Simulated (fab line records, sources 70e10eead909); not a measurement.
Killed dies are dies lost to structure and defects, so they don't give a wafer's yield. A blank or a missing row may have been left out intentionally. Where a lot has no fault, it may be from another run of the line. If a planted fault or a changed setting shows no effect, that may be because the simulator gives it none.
Chamber matching || flow nand-harc || 3 sister chambers for NHARC_A_STAIRCASE_DEP_259 on pecvd-01
The step deposits SiON, target thk 30 nm. 3 wafers are shown with their chamber, then 8 later ones without.

EACH WAFER AND ITS CHAMBER
{"wafer": "L091.1", "chamber": 2, "showerhead-vpp-V (V)": 1151}
{"wafer": "L091.3", "chamber": 0, "showerhead-vpp-V (V)": 1201}
{"wafer": "L090.2", "chamber": 1, "showerhead-vpp-V (V)": 1093}

WAFERS WITH NO CHAMBER GIVEN
{"wafer": "L090.4", "showerhead-vpp-V (V)": 1111}
{"wafer": "L090.5", "showerhead-vpp-V (V)": 1203}
{"wafer": "L092.4", "showerhead-vpp-V (V)": 1157}
{"wafer": "L092.5", "showerhead-vpp-V (V)": 1146}
{"wafer": "L092.6", "showerhead-vpp-V (V)": 1220}
{"wafer": "L094.1", "showerhead-vpp-V (V)": 1157}
{"wafer": "L094.2", "showerhead-vpp-V (V)": 1214}
{"wafer": "L094.3", "showerhead-vpp-V (V)": 1096}

WHICH CHAMBER EACH WENT THROUGH
{"wafer": "L090.4", "from the rows above": 1, "in truth": 1}
{"wafer": "L090.5", "from the rows above": 0, "in truth": 0}
{"wafer": "L092.4", "from the rows above": 2, "in truth": 2}
{"wafer": "L092.5", "from the rows above": 2, "in truth": 2}
{"wafer": "L092.6", "from the rows above": 0, "in truth": 0}
{"wafer": "L094.1", "from the rows above": 2, "in truth": 2}
{"wafer": "L094.2", "from the rows above": 0, "in truth": 0}
{"wafer": "L094.3", "from the rows above": 1, "in truth": 1}
Placed correctly: 8 of 8. Not placeable from these rows: 0. Wrongly placed: 0.
How it was worked out, from the rows above alone: a wafer's distance from a chamber is the root of the sum, over the readings, of the square of ((its reading less the chamber's mean) divided by the reading's scatter). If the next closest chamber is less than 2 further off than the closest, the wafer can't be placed; otherwise it belongs to the closest. Each chamber's mean is taken over the wafers shown for it. The scatter: root of mean squared gap, hidden wafer to nearest shown wafer, with one shown wafer a chamber.
